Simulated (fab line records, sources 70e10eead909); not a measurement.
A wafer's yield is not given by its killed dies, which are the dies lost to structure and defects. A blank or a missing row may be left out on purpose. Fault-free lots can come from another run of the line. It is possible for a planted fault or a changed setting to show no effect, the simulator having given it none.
Struck lot and sound lot, side by side ; flow nandHarc ; 15 steps out of a route of 1302
Sound: the wafers L889.1, L889.2, L889.6. Wafers struck: L895.2, L895.4, L895.6. Last of all comes the cause.
Each step with rows lists, per side, the tool, then ch with its chambers, then its first start. Under that, the readings that differ: sound wafers ; struck wafers ; difference of the means ; sigmas: that difference in standard deviations of wafers without a fault.
alike: same words and numbers on both sides, and readings whose means sit less than 2 such deviations apart. not compared: any withheld reading, any reading some wafer has no value for, any bound like >300 that may hide the same value, and any number with overlapping values for which the record gives no deviation.
Wherever a step has rows on one side only, a row that says differs or no value, or a row with sigmas, the two part there. Numbers that don't overlap but have no deviation are shown without sigmas and don't part them. Lack of a reading on every wafer of one side parts them only where that side has two or more wafers.

first, 1 step without rows for these wafers: NHARC_P_ZERO_WELL_HARDBAKE_53 (time 80 s).
NHARC_P_ZERO_WELL_DESCUM_54: chemistry O2, time 3 s.
  sound on rieDiel-07 ch 1,2, day 2 21:56; struck on rieDiel-08 ch 0,1,2, day 5 09:56
  alike: drypumpMotorCurrentA, oesProductAu, rfVppV, showerheadPlenumPTorr, throttleValvePct
  not compared: rfHoursCounterH
then, 5 steps without rows for these wafers: NHARC_P_ZERO_WELL_IMPLANT_55; NHARC_P_ZERO_WELL_IMPLANT_61; NHARC_P_ZERO_WELL_STRIP_56 (strips in SPM, time 840 s); NHARC_P_ZERO_WELL_PRECLEAN_68 (cleans in SC1, time 60 s); NHARC_P_ZERO_WELL_SRD_69.
NHARC_P_ZERO_WELL_RTA_42: time 300 s.
  sound on rtpAnneal-02 ch 0, day 2 22:55; struck on rtpAnneal-02 ch 0, day 5 11:00
  alike: annealTempCMax, lampPowerPct, wafer_temp_C_max
NHARC_P_ZERO_WELL_INSPECT_43:
  struck on defectInspect-01, day 5 11:34; sound on defectInspect-01, day 2 23:35
  alike: rawDefectCount
then, 3 steps without rows for these wafers: NHARC_P_STI_ETCH_26 (etches SiO2 in dHF, target depth 11 nm); NHARC_P_STI_PRECLEAN_27 (cleans in SC1); NHARC_P_STI_SRD_28.
NHARC_P_STI_OXIDE_29: material SiO2, target thk 10 nm, ox time 1362 s.
  sound on furnace-07 ch 0, day 3 05:53; struck on furnace-08 ch 0, day 6 00:32
  alike: spikeTcLowerC, zonePowerBottomPct, zonePowerUpperPct
then, 1 step without rows for these wafers: NHARC_P_STI_HM_DEP_30 (deposits Si3N4, target thk 80 nm, time 873 s).
NHARC_END_SORT_01:
  the record has rows for the sound wafers here (prober-01 ch 0, day 25 14:22) and none for the struck ones

WHERE THEY PART
NHARC_END_SORT_01 only, going by this record.

WHY: whatever the simulator had introduced
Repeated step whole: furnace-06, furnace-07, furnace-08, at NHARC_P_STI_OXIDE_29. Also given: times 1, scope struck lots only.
